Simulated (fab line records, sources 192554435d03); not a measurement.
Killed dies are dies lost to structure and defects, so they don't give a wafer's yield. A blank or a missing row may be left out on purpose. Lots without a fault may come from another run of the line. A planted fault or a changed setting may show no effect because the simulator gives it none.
Which tool did it? | flow n5_finfet | 9 lots, 25 wafers sampled, at 9 steps of a route of 1938

WHAT THE GAUGES READ, wafer by wafer
N5_DUMMY_GATE_CD_MEAS_24: target cd 15 nm. Usual: cd_nm 15.0 nm, standard deviation 0.43.
lot  | measured    | on        | cd_nm (nm)     | flag
L292 | day 3 06:29 | cd_sem-01 | 14.8 14.6 15.8 |
L293 | day 3 13:32 | cd_sem-03 | 14.7 14.4      |
L295 | day 3 22:52 | cd_sem-01 | 15.7 15.5      |
L297 | day 4 10:45 | cd_sem-01 | 15.1 14.8 15.6 |
L306 | day 6 19:17 | cd_sem-03 | 15.1 14.1 15.3 |
L308 | day 7 04:11 | cd_sem-01 | 14.6 14.9 15.4 |
L311 | day 7 23:05 | cd_sem-01 | 14.3 15.5 15.3 |
L312 | day 8 05:16 | cd_sem-03 | 14.9 15.0 15.4 |
L314 | day 8 18:04 | cd_sem-03 | 14.9 15.6 15.4 |

N5_DUMMY_GATE_INSPECT_27: inspects for defects (brightfield). Usual: raw_defect_count 315, standard deviation 77.
lot  | measured    | on                | raw_defect_count | flag
L292 | day 3 06:46 | defect_inspect-02 | 483 368 499      |
L293 | day 3 13:49 | defect_inspect-01 | 296 302          |
L295 | day 3 23:09 | defect_inspect-02 | 156 164          |
L297 | day 4 11:07 | defect_inspect-02 | 306 287 270      |
L306 | day 6 19:43 | defect_inspect-02 | 884 824 744      | OFF
L308 | day 7 04:28 | defect_inspect-01 | 661 715 711      | OFF
L311 | day 7 23:22 | defect_inspect-02 | 360 369 317      |
L312 | day 8 05:32 | defect_inspect-01 | 329 295 276      |
L314 | day 8 18:21 | defect_inspect-02 | 328 492 385      |

N5_SPACER0_INSPECT_04: inspects for defects (darkfield). Usual: raw_defect_count 138, standard deviation 30.
lot  | measured    | on                | raw_defect_count | flag
L292 | day 3 07:26 | defect_inspect-01 | 213 161 212      |
L293 | day 3 14:25 | defect_inspect-02 | 119 143          |
L295 | day 4 00:17 | defect_inspect-01 | 86 93            |
L297 | day 4 12:04 | defect_inspect-02 | 120 141 101      |
L306 | day 6 20:19 | defect_inspect-02 | 588 577 563      | OFF
L308 | day 7 05:05 | defect_inspect-01 | 526 564 564      | OFF
L311 | day 8 00:10 | defect_inspect-01 | 157 155 138      |
L312 | day 8 06:09 | defect_inspect-02 | 127 146 110      |
L314 | day 8 19:38 | defect_inspect-02 | 136 198 144      |

N5_SD_EPI_N_INSPECT_11: inspects for defects (macro). Usual: raw_defect_count 1.9, standard deviation 1.3.
lot  | measured    | on                | raw_defect_count | flag
L292 | day 3 07:46 | defect_inspect-01 | 5 1 1            |
L293 | day 3 14:52 | defect_inspect-02 | 3 1              |
L295 | day 4 00:44 | defect_inspect-02 | 3 3              |
L297 | day 4 12:25 | defect_inspect-02 | 3 4 4            |
L306 | day 6 20:38 | defect_inspect-01 | >300 >300 >300   | OFF
L308 | day 7 05:24 | defect_inspect-01 | >300 >300 >300   | OFF
L311 | day 8 00:29 | defect_inspect-01 | 3 3 0            |
L312 | day 8 06:36 | defect_inspect-01 | 2 1 2            |
L314 | day 8 20:05 | defect_inspect-01 | 3 2 4            |

N5_SD_EPI_N_INSPECT_26: inspects for defects (darkfield). Usual: raw_defect_count 216, standard deviation 39.
lot  | measured    | on                | raw_defect_count | flag
L292 | day 3 11:47 | defect_inspect-01 | 303 241 293      |
L293 | day 3 19:22 | defect_inspect-02 | 229 262          |
L295 | day 4 04:48 | defect_inspect-01 | 222 222          |
L297 | day 4 16:52 | defect_inspect-02 | 174 170 169      |
L306 | day 7 01:53 | defect_inspect-01 | 660 649 640      | OFF
L308 | day 7 10:08 | defect_inspect-01 | 604 644 671      | OFF
L311 | day 8 05:07 | defect_inspect-02 | 217 221 218      |
L312 | day 8 10:36 | defect_inspect-02 | 184 204 150      |
L314 | day 9 01:50 | defect_inspect-01 | 220 272 231      |

N5_BEOL_M4_RC_MEAS_101. Usual: DIBL_N 36.5 mV/V, standard deviation 1.9; DIBL_P 36.4 mV/V, standard deviation 2.2; IOFF_N 0.17 nA/um, standard deviation 0.034; IOFF_P 0.21 nA/um, standard deviation 0.036; ION_N 678 uA/um, standard deviation 12; ION_P 462 uA/um, standard deviation 7.1; SS_N 71.7 mV/dec, standard deviation 0.61; SS_P 73.4 mV/dec, standard deviation 0.71; VT_N 249 mV, standard deviation 3.5; VT_P -251 mV, standard deviation 3.
lot  | measured     | on        | DIBL_N (mV/V)  | DIBL_P (mV/V)  | IOFF_N (nA/um) | IOFF_P (nA/um) | ION_N (uA/um) | ION_P (uA/um) | SS_N (mV/dec)  | SS_P (mV/dec)  | VT_N (mV)   | VT_P (mV)      | flag
L292 | day 8 17:21  | prober-02 | 37.6 40.3 36.1 | 37.9 40.5 35.1 | 0.16 0.23 0.15 | 0.23 0.27 0.18 | 671 691 666   | 455 471 453   | 71.6 71.8 70.9 | 73.9 75.4 73.0 | 248 243 251 | -250 -247 -253 |
L293 | day 9 12:31  | prober-02 | 39.2 39.5      | 39.0 38.4      | 0.22 0.22      | 0.23 0.24      | 689 677       | 462 464       | 72.0 72.4      | 74.0 73.7      | 246 245     | -252 -252      |
L295 | day 9 01:02  | prober-01 | 34.2 34.4      | 34.7 34.6      | 0.15 0.15      | 0.20 0.20      | 675 676       | 464 471       | 70.5 70.9      | 72.9 73.6      | 249 250     | -249 -248      |
L297 | day 9 21:43  | prober-01 | 38.0 38.1 36.9 | 36.3 36.2 36.1 | 0.18 0.17 0.16 | 0.21 0.19 0.21 | 679 669 676   | 458 453 461   | 71.9 72.0 71.0 | 73.6 73.5 73.4 | 250 252 248 | -251 -255 -249 |
L306 | day 13 06:35 | prober-02 | 33.7 38.1 34.3 | 34.0 39.5 34.0 | 0.11 0.18 0.11 | 0.16 0.24 0.15 | 664 683 661   | 456 474 453   | 71.0 72.7 70.8 | 72.5 73.6 72.9 | 255 252 255 | -252 -250 -255 |
L308 | day 13 11:50 | prober-01 | 38.4 36.4 36.3 | 39.3 37.1 36.7 | 0.20 0.16 0.17 | 0.25 0.21 0.21 | 689 674 700   | 470 459 474   | 71.7 71.1 71.9 | 73.9 73.2 73.1 | 244 250 247 | -248 -251 -251 |
L311 | day 14 06:35 | prober-01 | 38.7 36.4 35.9 | 38.4 35.0 34.8 | 0.20 0.16 0.14 | 0.27 0.21 0.20 | 687 684 678   | 466 465 468   | 72.4 71.9 71.1 | 74.0 73.6 73.4 | 247 249 252 | -246 -250 -253 |
L312 | day 13 20:02 | prober-01 | 37.5 36.0 35.6 | 38.5 37.6 37.0 | 0.20 0.16 0.16 | 0.21 0.18 0.19 | 690 665 686   | 465 449 466   | 73.0 71.5 71.1 | 74.2 73.1 73.4 | 247 250 248 | -251 -254 -256 |
L314 | day 15 11:43 | prober-01 | 36.4 34.1 34.1 | 35.3 32.6 32.6 | 0.16 0.13 0.13 | 0.21 0.17 0.18 | 669 673 676   | 459 464 466   | 71.8 71.4 71.1 | 73.7 72.4 73.0 | 250 253 251 | -250 -253 -252 |

WHICH TOOL RAN EACH LOT (tool, then ch and the chambers of the sampled wafers, then the start)
lot  | N5_DUMMY_GATE_ETCH_37             | N5_DUMMY_GATE_ETCH_42             | N5_DUMMY_GATE_PRECLEAN_25
L292 | rie_diel-06 ch 0,1,3, day 3 05:44 | rie_diel-05 ch 1,3, day 3 06:32   | wet_bench-04 ch 1,6,7, day 3 06:40
L293 | rie_diel-05 ch 1, day 3 12:40     | rie_diel-06 ch 1,3, day 3 13:34   | wet_bench-05 ch 0,3, day 3 13:43
L295 | rie_diel-02 ch 1,2, day 3 22:07   | rie_diel-06 ch 2,3, day 3 22:55   | wet_bench-01 ch 1,2, day 3 23:03
L297 | rie_diel-05 ch 0,1, day 4 10:01   | rie_diel-06 ch 1,2, day 4 10:52   | wet_bench-05 ch 0,1,3, day 4 11:00
L306 | rie_diel-05 ch 0,2,3, day 6 18:34 | rie_diel-05 ch 0,1,2, day 6 19:28 | wet_bench-05 ch 1,2,5, day 6 19:37
L308 | rie_diel-05 ch 0,2,3, day 7 03:28 | rie_diel-06 ch 0,2,3, day 7 04:14 | wet_bench-05 ch 0,1,4, day 7 04:22
L311 | rie_diel-05 ch 0,1,2, day 7 22:22 | rie_diel-02 ch 0,1,2, day 7 23:08 | wet_bench-04 ch 1,4,5, day 7 23:16
L312 | rie_diel-02 ch 1,2, day 8 04:27   | rie_diel-06 ch 1,2,3, day 8 05:19 | wet_bench-04 ch 0,4,6, day 8 05:26
L314 | rie_diel-05 ch 0,2,3, day 8 17:04 | rie_diel-06 ch 0,1,2, day 8 18:07 | wet_bench-01 ch 0,5,6, day 8 18:15
- N5_DUMMY_GATE_ETCH_37: etches SOC in N2/H2, target depth 60 nm, overetch 30 nm.
- N5_DUMMY_GATE_ETCH_42: etches SiO2 in CHF3/O2, target depth 3.5 nm, time 31 s.
- N5_DUMMY_GATE_PRECLEAN_25: cleans in O3/DIW, time 45 s.

WHAT THE TOOLS THEMSELVES READ (means of the sampled wafers that have a number; where no wafer has one, the mark that the record gives instead)
N5_DUMMY_GATE_ETCH_37. Usual: drypump_motor_current_A 5.6 A, standard deviation 0.43; oes_product_au 0.62 a.u., standard deviation 0.054; rf_vpp_V 524.1 V, standard deviation 2; showerhead_plenum_p_Torr 2.55 Torr, standard deviation 0.07; temp_c 40.00 C, standard deviation 0.12; throttle_valve_pct 17.80 %, standard deviation 0.28.
lot  | tool        | drypump_motor_current_A (A) | oes_product_au (a.u.) | rf_vpp_V (V) | showerhead_plenum_p_Torr (Torr) | temp_c (C) | throttle_valve_pct (%) | flag
L292 | rie_diel-06 | 5.8                         | 0.61                  | 523.8        | 2.56                            | 40.14      | 17.96                  |
L293 | rie_diel-05 | 5.6                         | 0.58                  | 526.0        | 2.64                            | 39.94      | 17.70                  |
L295 | rie_diel-02 | 5.8                         | 0.69                  | 525.0        | 2.54                            | 39.98      | 17.74                  |
L297 | rie_diel-05 | 5.5                         | 0.62                  | 524.9        | 2.58                            | 40.06      | 17.54                  |
L306 | rie_diel-05 | 5.5                         | 0.63                  | 523.5        | 2.52                            | 40.11      | 17.61                  |
L308 | rie_diel-05 | 5.5                         | 0.63                  | 524.0        | 2.52                            | 39.98      | 17.61                  |
L311 | rie_diel-05 | 5.7                         | 0.64                  | 525.5        | 2.56                            | 39.92      | 17.52                  |
L312 | rie_diel-02 | 5.9                         | 0.63                  | 523.3        | 2.53                            | 39.95      | 17.78                  |
L314 | rie_diel-05 | 5.5                         | 0.62                  | 524.4        | 2.51                            | 40.02      | 17.64                  |

N5_DUMMY_GATE_ETCH_42. Usual: drypump_motor_current_A 5.7 A, standard deviation 0.46; oes_product_au 0.77 a.u., standard deviation 0.064; rf_vpp_V 42.7 V, standard deviation 0.96; showerhead_plenum_p_Torr 2.42 Torr, standard deviation 0.067; throttle_valve_pct 18.82 %, standard deviation 0.2.
lot  | tool        | drypump_motor_current_A (A) | oes_product_au (a.u.) | rf_vpp_V (V) | showerhead_plenum_p_Torr (Torr) | throttle_valve_pct (%) | flag
L292 | rie_diel-05 | 5.3                         | 0.72                  | 42.5         | 2.44                            | 18.93                  |
L293 | rie_diel-06 | 6.1                         | 0.72                  | 42.8         | 2.44                            | 18.77                  |
L295 | rie_diel-06 | 5.6                         | 0.76                  | 42.9         | 2.51                            | 18.84                  |
L297 | rie_diel-06 | 6.2                         | 0.72                  | 43.4         | 2.42                            | 18.75                  |
L306 | rie_diel-05 | 5.7                         | 0.81                  | 42.7         | 2.43                            | 18.53                  |
L308 | rie_diel-06 | 5.5                         | 0.76                  | 42.7         | 2.45                            | 18.93                  |
L311 | rie_diel-02 | 5.6                         | 0.77                  | 41.8         | 2.42                            | 18.90                  |
L312 | rie_diel-06 | 5.9                         | 0.72                  | 42.8         | 2.45                            | 18.83                  |
L314 | rie_diel-06 | 5.8                         | 0.74                  | 42.7         | 2.41                            | 18.90                  |

N5_DUMMY_GATE_PRECLEAN_25. Usual: temp_c 22.02 C, standard deviation 0.11.
lot  | tool         | temp_c (C) | flag
L292 | wet_bench-04 | 22.02      |
L293 | wet_bench-05 | 22.05      |
L295 | wet_bench-01 | 22.10      |
L297 | wet_bench-05 | 21.96      |
L306 | wet_bench-05 | 22.14      |
L308 | wet_bench-05 | 22.11      |
L311 | wet_bench-04 | 22.16      |
L312 | wet_bench-04 | 22.00      |
L314 | wet_bench-01 | 22.07      |

THE ANSWER, worked out from the rows above alone
Rule: a lot is off if the mean of its wafers that have a number lies more than 3 standard deviations from the usual mean. A lot without any number at a reading at which 4 lots or more have one is off too. The other lots that the step has rows for count as sound. The gauges are gone through in route order, then the tools' own readings, and for those a lot's mean is taken as printed above. The first step at which some lot is off is used, and at that step the reading that is off furthest; a lot without a number counts as furthest.
Off: L306, L308, at N5_DUMMY_GATE_INSPECT_27 (raw_defect_count).
A tool fits if, at a process step before that reading, it ran every lot that is off, and no sound lot after the first of them. The gauges at N5_DUMMY_GATE_INSPECT_27 are tried like those tools. One fits: wet_bench-05 at N5_DUMMY_GATE_PRECLEAN_25. Its last sound lot is L297 (day 4 11:00), its first lot that is off L306 (day 6 19:37): a fault that began between those two fits.

WHAT THE SIMULATOR HAD PUT IN
Chamber particle source: wet_bench-05, from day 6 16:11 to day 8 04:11, at N5_DUMMY_GATE_PRECLEAN_25. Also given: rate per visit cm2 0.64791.
Lots struck among those shown: L306, L308. The rule above found the same.
